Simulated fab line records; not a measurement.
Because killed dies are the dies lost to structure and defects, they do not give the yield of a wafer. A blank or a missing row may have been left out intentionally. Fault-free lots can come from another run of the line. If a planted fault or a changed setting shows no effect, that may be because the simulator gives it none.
fab line records -- flow n5Finfet
record: lots: 7, wafers: 21
route steps=1938 shown BEOL_M0_SAQP@634 BEOL_M1@754 BEOL_M2@841
startH: hours from the record's opening day to when the first of the lot's shown wafers began -- waitH: time in hours since the lot's previous step -- " same as the row above -- L1.1+2: a single row standing in for several wafers -- - either no value or no given start -- * or withheld: withheld -- < > ~ a bound
route shown NAME@n: names a module that has steps shown in the file, with the first one's number in the route -- usual: the fault-free wafers' mean and standard deviation -- same: alike in all rows -- chamber/n: place in a boat -- sites: the reading at each site -- _std_site: standard deviation across them -- _edge_site: the outer-site mean with the inner-site mean subtracted -- radiusMm: for every site, how far away it sits from the centre of the wafer -- mask NAME#n: copy n -- behind: tool/chamber where the wafer was last shaped -- hold: what put the lot on hold/how long, in hours/how the hold closed -- device: names the non-switching transistor (n, p or np) -- end of line: the route-end tests of the same wafers -- a step with no rows: only its recipe -- killed: dies lost to structure and defects at the first sort, not the wafer's yield -- map: shows each die of a wafer: x if killed, . if not, _ if none is there
set.NAME: the run value of the setting; set.NAME@STEP: its run value at that earlier step -- model.NAME: the simulator's own value behind a step, which no gauge read
lots where settings were altered on purpose, with a table for each step and a row for each wafer
== steps ==
step: N5_BEOL_M0_SAQP_HM_DEP_02
recipe: material: TiN, targetThkA: 120, tempC: 25, chamberPressurePa: 0.49996
lot.wafer,tool,chamber,startH,waitH,set.targetThkA,model.TiN_of_BEOL_M0_SAQP_HM_DEP_02.thkNm
L077.3+4,pvdSputter-03,-,123.72,0.8,103.9,10.4
L077.5,pvdSputter-03,-,123.72,0.8,120,12
L079.1+3,pvdSputter-02,-,135.94,0.7,124.1,12.4
L079.5,pvdSputter-02,-,135.94,0.7,120,12
L080.2+6,pvdSputter-03,-,139.36,0.8,120,11.8
L080.5,pvdSputter-03,-,139.36,0.8,126.5,12.4
L085.1,pvdSputter-02,-,175.69,2.6,104,10.6
L085.5,pvdSputter-02,-,175.69,2.6,104,10.4
L085.6,pvdSputter-02,-,175.69,2.6,120,12
L088.2,pvdSputter-03,-,193.21,0.4,105.4,10.6
L088.3+6,pvdSputter-03,-,193.21,0.4,120,12
L092.1+3,pvdSputter-01,-,217.64,1.1,120,12
L092.2,pvdSputter-01,-,217.64,1.1,135,13.4
L095.1+6,pvdSputter-02,-,232.14,0.8,120,12
L095.3,pvdSputter-02,-,232.14,0.8,120,11.8
step: N5_BEOL_M0_SAQP_PECVD_04
recipe: material: a-Si, targetThkA: 600, tempC: 350, precursor: SiH4/He, pressureTorr: 3, rfW: 100, timeS: 60.2
lot.wafer,tool,chamber,startH,waitH,set.timeS,model.a-Si_of_BEOL_M0_SAQP_PECVD_04.thkNm
L077.3,pecvd-02,1,123.96,0.0,55.66,55.6
L077.4,pecvd-02,0,123.96,0.0,60.2,60.6
L077.5,pecvd-02,2,123.96,0.0,60.2,60
L079.1,pecvd-04,1,136.18,0.0,67.71,67.8
L079.3,pecvd-04,0,136.18,0.0,60.2,60.4
L079.5,pecvd-04,1,136.18,0.0,60.2,60.8
L080.2,pecvd-01,0,139.60,0.0,60.2,59
L080.5,pecvd-01,2,139.60,0.0,60.2,60.6
L080.6,pecvd-01,1,139.60,0.0,52.28,53.2
L085.1,pecvd-04,0,175.93,0.0,60.2,59.4
L085.5+6,pecvd-04,"0,2",175.93,0.0,53.77,54.6
L088.2,pecvd-04,0,193.44,0.0,54.95,52.6
L088.3,pecvd-04,2,193.44,0.0,60.2,59
L088.6,pecvd-04,0,193.44,0.0,54.95,54
L092.1,pecvd-01,2,217.88,0.0,60.2,59
L092.2,pecvd-01,0,217.88,0.0,60.2,59.4
L092.3,pecvd-01,1,217.88,0.0,52.47,52
L095.1+3,pecvd-02,"1,2",232.38,0.0,60.2,60.4
L095.6,pecvd-02,1,232.38,0.0,60.2,61.6
step: N5_BEOL_M0_SAQP_THK_MEAS_05
usual: thkNm: 60.0/0.68
lot.wafer,tool,chamber,startH,waitH,set.timeS@BEOL_M0_SAQP_PECVD_04,thkNm
L077.3,filmMetro-02,-,124.06,0.1,55.66,55.5
L077.4,filmMetro-02,-,124.06,0.1,60.2,60.6
L077.5,filmMetro-02,-,124.06,0.1,60.2,60.1
L079.1,filmMetro-02,-,136.27,0.1,67.71,67.8
L079.3,filmMetro-02,-,136.27,0.1,60.2,60.3
L079.5,filmMetro-02,-,136.27,0.1,60.2,60.8
L080.2,filmMetro-01,-,139.70,0.1,60.2,58.9
L080.5,filmMetro-01,-,139.70,0.1,60.2,60.6
L080.6,filmMetro-01,-,139.70,0.1,52.28,53.1
L085.1,filmMetro-02,-,176.02,0.1,60.2,59.4
L085.5,filmMetro-02,-,176.02,0.1,53.77,54.6
L085.6,filmMetro-02,-,176.02,0.1,53.77,54.5
L088.2,filmMetro-01,-,193.54,0.1,54.95,52.7
L088.3,filmMetro-01,-,193.54,0.1,60.2,58.9
L088.6,filmMetro-01,-,193.54,0.1,54.95,54.0
L092.1,filmMetro-01,-,217.97,0.1,60.2,59.0
L092.2,filmMetro-01,-,217.97,0.1,60.2,59.5
L092.3,filmMetro-01,-,217.97,0.1,52.47,52.0
L095.1,filmMetro-01,-,232.47,0.1,60.2,60.4
L095.3,filmMetro-01,-,232.47,0.1,60.2,60.4
L095.6,filmMetro-01,-,232.47,0.1,60.2,61.6
step: N5_BEOL_M0_SAQP_MANDREL_ETCH_20
recipe: targetDepthA: 600, chemistry: HBr/Cl2, target: a-Si, stopOn: SiNx, btTimeS: 10, maskMaterial: SOC, overEtchFrac: 0.5, timeS: 30, pressureMtorr: 10, icpW: 800, biasW: 75, HBr_flow_sccm: 150, Cl2_flow_sccm: 80, ends: endPoint
usual: oesProductAu: 0.782/0.015
lot.wafer,tool,chamber,startH,waitH,set.overEtchFrac,set.timeS@BEOL_M0_SAQP_PECVD_04,oesProductAu,model.etch.depthNm
L077.3,rieSi-02,2,124.90,0.0,0.5,55.66,0.764,55.51
L077.4,rieSi-02,1,124.90,0.0,0.5204,60.2,0.783,60.53
L077.5,rieSi-02,1,124.90,0.0,0.5,60.2,0.782,60.06
L079.1,rieSi-04,0,137.00,0.0,0.5,67.71,0.853,67.78
L079.3,rieSi-04,2,137.00,0.0,0.4855,60.2,0.786,60.27
L079.5,rieSi-04,1,137.00,0.0,0.5,60.2,0.799,60.82
L080.2,rieSi-01,0,140.62,0.0,0.5,60.2,0.756,58.98
L080.5,rieSi-01,3,140.62,0.0,0.5,60.2,0.801,60.64
L080.6,rieSi-01,0,140.62,0.0,0.5,52.28,0.719,53.17
L085.1,rieSi-04,2,176.87,0.0,0.5,60.2,0.776,59.37
L085.5,rieSi-04,1,176.87,0.0,0.5248,53.77,0.745,54.56
L085.6,rieSi-04,0,176.87,0.0,0.5248,53.77,0.752,54.56
L088.2,rieSi-01,3,194.38,0.0,0.5,54.95,0.742,52.61
L088.3,rieSi-01,1,194.38,0.0,0.5125,60.2,0.763,58.91
L088.6,rieSi-01,2,194.38,0.0,0.5125,54.95,0.733,53.96
L092.1,rieSi-02,2,218.82,0.0,0.5122,60.2,0.786,59.04
L092.2,rieSi-02,0,218.82,0.0,0.5122,60.2,0.764,59.42
L092.3,rieSi-02,3,218.82,0.0,0.5,52.47,0.692,52.01
L095.1,rieSi-04,0,233.20,0.0,0.5,60.2,0.808,60.4
L095.3,rieSi-04,2,233.20,0.0,0.5,60.2,0.791,60.36
L095.6,rieSi-04,0,233.20,0.0,0.5,60.2,0.813,61.64
step: N5_BEOL_M0_SAQP_SPACER1_ALD_98
recipe: material: SiO2, targetThkA: 128, tempC: 300, aldPrecursorFamily: BDEAS, aldCoReactant: O2-plasma, pulseTimeS: 1, purgeTimeS: 2, coReactantPurgeTimeS: 2, aldCycles: 138, pressureTorr: 2
lot.wafer,tool,chamber,startH,waitH,set.tempC,model.SiO2_of_BEOL_M0_SAQP_SPACER1_ALD_98.thkNm
L077.3+4,aldSin-01,"1,3",125.52,0.1,300,12.8
L077.5,aldSin-01,1,125.52,0.1,300,12.6
L079.1+3+5,aldSin-04,"0,1,0",137.61,0.3,300,12.8
L080.2+6,aldSin-03,"1,2",141.26,0.3,300,12.8
L080.5,aldSin-03,3,141.26,0.3,300,13
L085.1+6,aldSin-01,"1,0",177.52,0.3,300,12.8
L085.5,aldSin-01,3,177.52,0.3,292.3,13.2
L088.2+3+6,aldSin-04,"0,2,2",195.00,0.3,300,12.8
L092.1+2,aldSin-01,"2,1",220.00,0.8,292.4,13.2
L092.3,aldSin-01,0,220.00,0.8,300,12.8
L095.1+3+6,aldSin-04,"1,0,0",234.44,0.4,300,12.8
step: N5_BEOL_M1_HM_DEP_02
recipe: material: TiN, targetThkA: 200, tempC: 25, chamberPressurePa: 0.49996
lot.wafer,tool,chamber,startH,waitH,set.targetThkA,model.TiN_of_BEOL_M1_HM_DEP_02.thkNm
L077.3,pvdSputter-01,-,137.25,0.8,200,19.8
L077.4+5,pvdSputter-01,-,137.25,0.8,216.7,21.8
L079.1,pvdSputter-01,-,149.74,0.3,200,19.8
L079.3,pvdSputter-01,-,149.74,0.3,218.2,21.6
L079.5,pvdSputter-01,-,149.74,0.3,218.2,21.8
L080.2+6,pvdSputter-02,-,152.71,1.2,188.2,18.8
L080.5,pvdSputter-02,-,152.71,1.2,200,20
L085.1+6,pvdSputter-01,-,189.03,1.0,200,20.2
L085.5,pvdSputter-01,-,189.03,1.0,200,20
L088.2,pvdSputter-02,-,208.55,1.1,200,19.6
L088.3+6,pvdSputter-02,-,208.55,1.1,200,19.8
L092.1+3,pvdSputter-01,-,232.22,0.7,207.5,20.8
L092.2,pvdSputter-01,-,232.22,0.7,200,20.2
L095.1+3+6,pvdSputter-03,-,246.81,0.2,200,19.8
step: N5_BEOL_M1_ETCH_64
recipe: chemistry: N2/H2, target: SOC, targetDepthA: 750, overetchA: 150, maskMaterial: SiARC, tempC: 40, timeS: 112.5, ionEnergyEv: 200, pressureMtorr: 30, sourceW: 840, biasW: 150, n2FlowSccm: 200, h2FlowSccm: 200
usual: rfVppV: 524.7/2.3
lot.wafer,tool,chamber,startH,waitH,set.sourceW,rfVppV,model.SiARC_of_BEOL_M1_COAT_62.thkNm
L077.3,rieDiel-02,1,137.87,0.0,763,538.9,7
L077.4,rieDiel-02,2,137.87,0.0,763,538.6,7
L077.5,rieDiel-02,3,137.87,0.0,840,524.8,6.8
L079.1,rieDiel-01,1,150.50,0.0,972.7,499.4,6.2
L079.3,rieDiel-01,2,150.50,0.0,840,522.3,6.6
L079.5,rieDiel-01,0,150.50,0.0,972.7,503.0,6.2
L080.2,rieDiel-03,1,153.42,0.0,700.7,559.3,7.4
L080.5,rieDiel-03,1,153.42,0.0,840,526.4,7
L080.6,rieDiel-03,2,153.42,0.0,840,527.3,6.8
L085.1,rieDiel-03,0,189.71,0.0,840,522.4,6.8
L085.5,rieDiel-03,1,189.71,0.0,840,526.4,6.8
L085.6,rieDiel-03,0,189.71,0.0,696.8,554.6,7.2
L088.2,rieDiel-01,1,209.14,0.0,840,523.8,6.6
L088.3,rieDiel-01,3,209.14,0.0,840,526.5,6.8
L088.6,rieDiel-01,1,209.14,0.0,840,524.1,6.6
L092.1,rieDiel-02,3,232.95,0.0,921.6,507.4,6.6
L092.2,rieDiel-02,2,232.95,0.0,840,522.2,6.8
L092.3,rieDiel-02,0,232.95,0.0,921.6,509.7,6.6
L095.1,rieDiel-03,1,247.41,0.0,840,527.2,6.8
L095.3,rieDiel-03,2,247.41,0.0,840,527.3,6.8
L095.6,rieDiel-03,1,247.41,0.0,840,526.4,7
step: N5_BEOL_M1_STRIP_65
recipe: chemistry: N2/H2, tempC: 40, n2FlowSccm: 200, h2FlowSccm: 200, rfFrequencyHz: 6e+07
step: N5_BEOL_M1_STRIP_75
recipe: chemistry: N2/H2, tempC: 40, n2FlowSccm: 200, h2FlowSccm: 200, rfFrequencyHz: 6e+07
step: N5_BEOL_M1_STRIP_66
recipe: chemistry: CF4, resist: SiARC, powerW: 300, biasPowerW: 75, pressureMtorr: 50, cf4FlowSccm: 150, rfFrequencyHz: 6e+07
step: N5_BEOL_M1_HM_OPEN_17
recipe: chemistry: Cl2/BCl3, targetDepthA: 200, overetchA: 60, target: TiN, maskMaterial: SOC, ionEnergyEv: 150, pressureMtorr: 10, icpW: 1000, biasW: 126, Cl2_flow_sccm: 53.25, bcl3FlowSccm: 21.75, Ar_flow_sccm: 25
lot.wafer,tool,chamber,startH,waitH,set.targetThkA@BEOL_M1_HM_DEP_02,model.etch.depthNm
L077.3,rieMetal-02,1,138.07,0.1,200,19.87
L077.4,rieMetal-02,0,138.07,0.1,216.7,21.7
L077.5,rieMetal-02,1,138.07,0.1,216.7,21.73
L079.1,rieMetal-01,1,150.66,0.0,200,19.88
L079.3,rieMetal-01,1,150.66,0.0,218.2,21.53
L079.5,rieMetal-01,1,150.66,0.0,218.2,21.73
L080.2,rieMetal-03,0,153.59,0.0,188.2,18.73
L080.5,rieMetal-03,1,153.59,0.0,200,19.98
L080.6,rieMetal-03,0,153.59,0.0,188.2,18.81
L085.1,rieMetal-03,0,189.88,0.0,200,20.14
L085.5,rieMetal-03,0,189.88,0.0,200,19.98
L085.6,rieMetal-03,1,189.88,0.0,200,20.17
L088.2,rieMetal-02,1,209.31,0.0,200,19.7
L088.3,rieMetal-02,0,209.31,0.0,200,19.77
L088.6,rieMetal-02,0,209.31,0.0,200,19.76
L092.1,rieMetal-02,0,233.12,0.0,207.5,20.77
L092.2,rieMetal-02,1,233.12,0.0,200,20.15
L092.3,rieMetal-02,1,233.12,0.0,207.5,20.82
L095.1,rieMetal-01,0,247.58,0.0,200,19.79
L095.3,rieMetal-01,1,247.58,0.0,200,19.87
L095.6,rieMetal-01,0,247.58,0.0,200,19.72
step: N5_BEOL_M1_COAT_76
recipe: resist: underlayer, tempC: 205, timeS: 60, spinRpm: 1500, resistThkNm: 5
lot.wafer,tool,chamber,startH,waitH,set.tempC
L077.3,lithoTrack-01,0,-,-,213
L077.4+5,lithoTrack-01,0,-,-,205
L079.1+3+5,lithoTrack-02,0,-,-,205
L080.2,lithoTrack-02,0,-,-,199.5
L080.5+6,lithoTrack-02,0,-,-,205
L085.1+5+6,lithoTrack-02,0,-,-,205
L088.2+3+6,lithoTrack-02,0,-,-,205
L092.1+3,lithoTrack-05,0,-,-,205
L092.2,lithoTrack-05,0,-,-,201.5
L095.1+3+6,lithoTrack-01,0,-,-,205
step: N5_BEOL_M1_COAT_22
recipe: resist: CAR-EUV, spinRpm: 1500, resistThkNm: 30
step: N5_BEOL_M1_EBR_24
recipe: solvent: PGMEA, ebrWidthMm: 1.5
step: N5_BEOL_M1_STRIP_83
recipe: chemistry: C4F6/O2, resist: SiARC, rfFrequencyHz: 6e+07
step: N5_BEOL_M1_STRIP_36
recipe: chemistry: N2/H2, powerW: 450, tempC: 40, pressureMtorr: 20, rfFrequencyHz: 6e+07, overashFraction: 0.3, biasPowerW: 7, h2Frac: 0.5, n2FlowSccm: 200, h2FlowSccm: 200
step: N5_BEOL_M1_TRENCH_ETCH_37
recipe: chemistry: C4F6/O2, targetDepthA: 552.07, target: SiOC, timeS: 29, ionEnergyEv: 250, pressureMtorr: 30, sourceW: 355, biasW: 185, Ar_flow_sccm: 300, C4F6_flow_sccm: 10, O2_flow_sccm: 10
lot.wafer,tool,chamber,startH,waitH,set.targetThkA@BEOL_M1_HM_DEP_02,model.TiN_of_BEOL_M1_HM_DEP_02.thkNm
L077.3,rieDiel-03,2,-,-,200,17.6
L077.4+5,rieDiel-03,"3,1",-,-,216.7,19.4
L079.1,rieDiel-02,2,-,-,200,17.6
L079.3,rieDiel-02,1,-,-,218.2,19.2
L079.5,rieDiel-02,0,-,-,218.2,19.4
L080.2,rieDiel-03,2,-,-,188.2,16.4
L080.5,rieDiel-03,3,-,-,200,17.6
L080.6,rieDiel-03,0,-,-,188.2,16.6
L085.1+6,rieDiel-01,3,-,-,200,17.8
L085.5,rieDiel-01,2,-,-,200,17.6
L088.2+3+6,rieDiel-02,"3,0,1",-,-,200,17.4
L092.1+3,rieDiel-01,"3,1",-,-,207.5,18.4
L092.2,rieDiel-01,2,-,-,200,17.8
L095.1+6,rieDiel-02,"1,3",-,-,200,17.4
L095.3,rieDiel-02,0,-,-,200,17.6
step: N5_BEOL_M2_ILD_DEP_00
recipe: material: SiOC, targetThkA: 790, tempC: 350, precursor: DEMS/O2, pressureTorr: 5, rfW: 500, timeS: 15.3
lot.wafer,tool,chamber,startH,waitH,set.timeS,model.SiOC_of_BEOL_M2_ILD_DEP_00.thkNm
L077.3,pecvd-04,1,146.10,0.0,15.3,77.8
L077.4,pecvd-04,0,146.10,0.0,17.42,89.6
L077.5,pecvd-04,2,146.10,0.0,15.3,78
L079.1,pecvd-03,0,157.37,0.0,13.2,67.4
L079.3,pecvd-03,1,157.37,0.0,13.2,67.6
L079.5,pecvd-03,2,157.37,0.0,15.3,79
L080.2,pecvd-04,2,160.77,0.0,15.3,77.6
L080.5,pecvd-04,2,160.77,0.0,15.3,78.8
L080.6,pecvd-04,1,160.77,0.0,15.3,78.4
L085.1,pecvd-03,2,206.39,0.0,13.88,70.6
L085.5,pecvd-03,2,206.39,0.0,13.88,73
L085.6,pecvd-03,1,206.39,0.0,15.3,79.6
L088.2+3,pecvd-03,"0,1",214.81,0.0,16.09,83
L088.6,pecvd-03,1,214.81,0.0,15.3,80.6
L092.1,pecvd-04,0,240.08,0.0,15.3,79.4
L092.2,pecvd-04,1,240.08,0.0,16.04,82.8
L092.3,pecvd-04,2,240.08,0.0,16.04,83.4
L095.1,pecvd-03,1,255.28,0.0,15.3,79.2
L095.3,pecvd-03,2,255.28,0.0,15.3,79
L095.6,pecvd-03,2,255.28,0.0,15.3,80.2
step: N5_BEOL_M2_THK_MEAS_01
recipe: reads: SiOC_of_BEOL_M2_ILD_DEP_00
usual: M2_ILD_THK: 79.2/0.92
lot.wafer,tool,chamber,startH,waitH,set.timeS@BEOL_M2_ILD_DEP_00,M2_ILD_THK[nm]
L077.3,filmMetro-01,-,146.17,0.1,15.3,77.8
L077.4,filmMetro-01,-,146.17,0.1,17.42,89.6
L077.5,filmMetro-01,-,146.17,0.1,15.3,77.9
L079.1,filmMetro-02,-,157.43,0.0,13.2,67.4
L079.3,filmMetro-02,-,157.43,0.0,13.2,67.6
L079.5,filmMetro-02,-,157.43,0.0,15.3,79.1
L080.2,filmMetro-01,-,160.84,0.1,15.3,77.4
L080.5,filmMetro-01,-,160.84,0.1,15.3,78.9
L080.6,filmMetro-01,-,160.84,0.1,15.3,78.3
L085.1,filmMetro-02,-,206.45,0.0,13.88,70.7
L085.5,filmMetro-02,-,206.45,0.0,13.88,73.0
L085.6,filmMetro-02,-,206.45,0.0,15.3,79.6
L088.2,filmMetro-01,-,214.88,0.1,16.09,83.0
L088.3,filmMetro-01,-,214.88,0.1,16.09,82.9
L088.6,filmMetro-01,-,214.88,0.1,15.3,80.7
L092.1,filmMetro-02,-,240.15,0.0,15.3,79.4
L092.2,filmMetro-02,-,240.15,0.0,16.04,82.9
L092.3,filmMetro-02,-,240.15,0.0,16.04,83.4
L095.1,filmMetro-01,-,255.35,0.0,15.3,79.2
L095.3,filmMetro-01,-,255.35,0.0,15.3,79.0
L095.6,filmMetro-01,-,255.35,0.0,15.3,80.2
== key ==
split: step: N5_BEOL_M0_SAQP_HM_DEP_02, setting: targetThkA, stated: 120, by: wafer
response: step: N5_BEOL_M0_SAQP_HM_DEP_02, reading: model.TiN_of_BEOL_M0_SAQP_HM_DEP_02.thkNm, change: +0.115, per: 1%, r: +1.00
split: step: N5_BEOL_M0_SAQP_PECVD_04, setting: timeS, stated: 60.2, by: wafer
response: step: N5_BEOL_M0_SAQP_PECVD_04, reading: model.a-Si_of_BEOL_M0_SAQP_PECVD_04.thkNm, change: +0.548, per: 1%, r: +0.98
response: step: N5_BEOL_M0_SAQP_THK_MEAS_05, reading: thkNm, change: *, per: 1%, r: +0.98
response: step: N5_BEOL_M0_SAQP_MANDREL_ETCH_20, reading: oesProductAu, change: +0.00439, per: 1%, r: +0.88
response: step: N5_BEOL_M0_SAQP_MANDREL_ETCH_20, reading: model.etch.depthNm, change: +0.549, per: 1%, r: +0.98
split: step: N5_BEOL_M0_SAQP_MANDREL_ETCH_20, setting: overEtchFrac, stated: 0.5, by: wafer
response none clear
split: step: N5_BEOL_M0_SAQP_SPACER1_ALD_98, setting: tempC, stated: 300, by: wafer
response: step: N5_BEOL_M0_SAQP_SPACER1_ALD_98, reading: model.SiO2_of_BEOL_M0_SAQP_SPACER1_ALD_98.thkNm, change: -0.157, per: 1%, r: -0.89
split: step: N5_BEOL_M1_HM_DEP_02, setting: targetThkA, stated: 200, by: wafer
response: step: N5_BEOL_M1_HM_DEP_02, reading: model.TiN_of_BEOL_M1_HM_DEP_02.thkNm, change: +0.215, per: 1%, r: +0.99
response: step: N5_BEOL_M1_HM_OPEN_17, reading: model.etch.depthNm, change: +0.203, per: 1%, r: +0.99
response: step: N5_BEOL_M1_TRENCH_ETCH_37, reading: model.TiN_of_BEOL_M1_HM_DEP_02.thkNm, change: +0.195, per: 1%, r: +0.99
split: step: N5_BEOL_M1_ETCH_64, setting: sourceW, stated: 840, by: wafer
response: step: N5_BEOL_M1_ETCH_64, reading: rfVppV, change: -1.66, per: 1%, r: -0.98
response: step: N5_BEOL_M1_ETCH_64, reading: model.SiARC_of_BEOL_M1_COAT_62.thkNm, change: -0.0254, per: 1%, r: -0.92
split: step: N5_BEOL_M1_COAT_76, setting: tempC, stated: 205, by: wafer
response none clear
split: step: N5_BEOL_M2_ILD_DEP_00, setting: timeS, stated: 15.3, by: wafer
response: step: N5_BEOL_M2_ILD_DEP_00, reading: model.SiOC_of_BEOL_M2_ILD_DEP_00.thkNm, change: +0.818, per: 1%, r: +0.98
response: step: N5_BEOL_M2_THK_MEAS_01, reading: M2_ILD_THK, change: +0.822, per: 1%, r: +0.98
